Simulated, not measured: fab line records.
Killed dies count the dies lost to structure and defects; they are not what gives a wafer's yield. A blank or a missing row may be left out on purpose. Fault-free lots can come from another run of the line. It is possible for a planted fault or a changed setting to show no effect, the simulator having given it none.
One fault through the eyes of 3 desks + flow n5 finfet + what lay behind the numbers comes last; until then each desk has only its own

FROM THE METROLOGY DESK
Lot by lot, what the gauges showed, no matter which tool ran the lot: averages of those sampled wafers that carry a number. A lot is out of limits, marked OUT, if its mean lies more than 4 standard deviations from the usual mean; the brackets give that distance.
Columns: A = cd nm at N5_BEOL_M5_CD_MEAS_28, usual 30.73 nm; B = V4_OVL at N5_BEOL_M5_OVL_MEAS_29, usual 0.2 nm
| lot  | first seen here | A     | B    |
|------|-----------------|-------|------|
| L403 | day 9 06:50     | 30.87 | 0.2  |
| L407 | day 10 10:13    | 30.71 | 0.1  |
| L411 | day 11 11:46    | 30.63 | -0.4 |
| L413 | day 11 12:04    | 30.70 | 0.4  |
| L414 | day 11 22:08    | 30.73 | -0.3 |
| L417 | day 13 07:47    | 30.33 | 1.1  |
| L421 | day 14 01:04    | 30.85 | 0.6  |
Finding of this desk: none of the 7 lots has anything out of limits.

THE TOOL OWNER'S DESK: rie diel-02
The tool's own readings at N5_BEOL_M5_ETCH_68 (etches SOC in N2/H2, target depth 80 nm, overetch 16 nm, time 120 s): means of the sampled wafers that have a number, for each lot that ran on this tool. A lot is out of limits, marked OUT, if its mean lies more than 4 standard deviations from the usual mean; the brackets give that distance.
Columns: A = drypump motor current A at N5_BEOL_M5_ETCH_68, usual 5.7 A; B = h2 flow sccm at N5_BEOL_M5_ETCH_68, usual 200.1 sccm; C = oes product au at N5_BEOL_M5_ETCH_68, usual 0.58 a.u.; D = rf vpp V at N5_BEOL_M5_ETCH_68, usual 523.4 V; E = run length s at N5_BEOL_M5_ETCH_68, usual 143.1 s; F = showerhead plenum p Torr at N5_BEOL_M5_ETCH_68, usual 2.52 Torr; G = throttle valve pct at N5_BEOL_M5_ETCH_68, usual 17.9 %
| lot  | first seen here | A   | B     | C    | D     | E               | F    | G    |
|------|-----------------|-----|-------|------|-------|-----------------|------|------|
| L407 | day 10 10:25    | 5.5 | 200.3 | 0.61 | 523.9 | 143.0           | 2.52 | 17.6 |
| L411 | day 11 12:10    | 5.3 | 199.4 | 0.58 | 524.0 | 149.4 (+16) OUT | 2.55 | 17.4 |
| L413 | day 11 12:33    | 5.5 | 199.8 | 0.60 | 522.5 | 156.1 (+33) OUT | 2.51 | 17.4 |
| L414 | day 11 22:20    | 5.2 | 199.6 | 0.54 | 522.9 | 149.6 (+17) OUT | 2.52 | 17.7 |
This desk's finding: out of limits on L411, L413, L414; first on L411, day 11 12:10 (run length s at N5_BEOL_M5_ETCH_68). L407: within limits.

THE DEFECT DESK
For each lot, the counts of the inspections along the route, averaged over the sampled wafers that have a number. A lot is out of limits, marked OUT, if its mean lies more than 4 standard deviations from the usual mean; the brackets give that distance.
Columns: A = raw defect count at N5_BEOL_M5_INSPECT_30, usual 407
| lot  | first seen here | A   |
|------|-----------------|-----|
| L403 | day 9 06:55     | 348 |
| L407 | day 10 10:18    | 458 |
| L411 | day 11 11:51    | 446 |
| L413 | day 11 12:10    | 300 |
| L414 | day 11 22:14    | 380 |
| L417 | day 13 07:52    | 522 |
| L421 | day 14 01:10    | 401 |
Finding of this desk: none of the 7 lots has anything out of limits.

PUT TOGETHER
The tool owner's desk had the chance to raise an alarm at day 11 12:10 on L411, L413, L414.
Nothing out of limits was seen by the metrology desk.
No out-of-limits result turned up at the defect desk.
The metrology desk holds a record of L411, L413, L414, inside its limits.
The defect desk has L411, L413, L414 on record, within its limits.
On rie diel-02, each named lot ran N5_BEOL_M5_ETCH_68.

WHAT HAD BEEN PUT IN BY THE SIMULATOR
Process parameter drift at N5_BEOL_M5_ETCH_68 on rie diel-02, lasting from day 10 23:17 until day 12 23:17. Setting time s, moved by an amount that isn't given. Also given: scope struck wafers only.
Struck lots among those shown: L411, L413, L414.
Delay in hours, fault start to first out-of-limits reading, by desk: the tool owner's desk at 13.
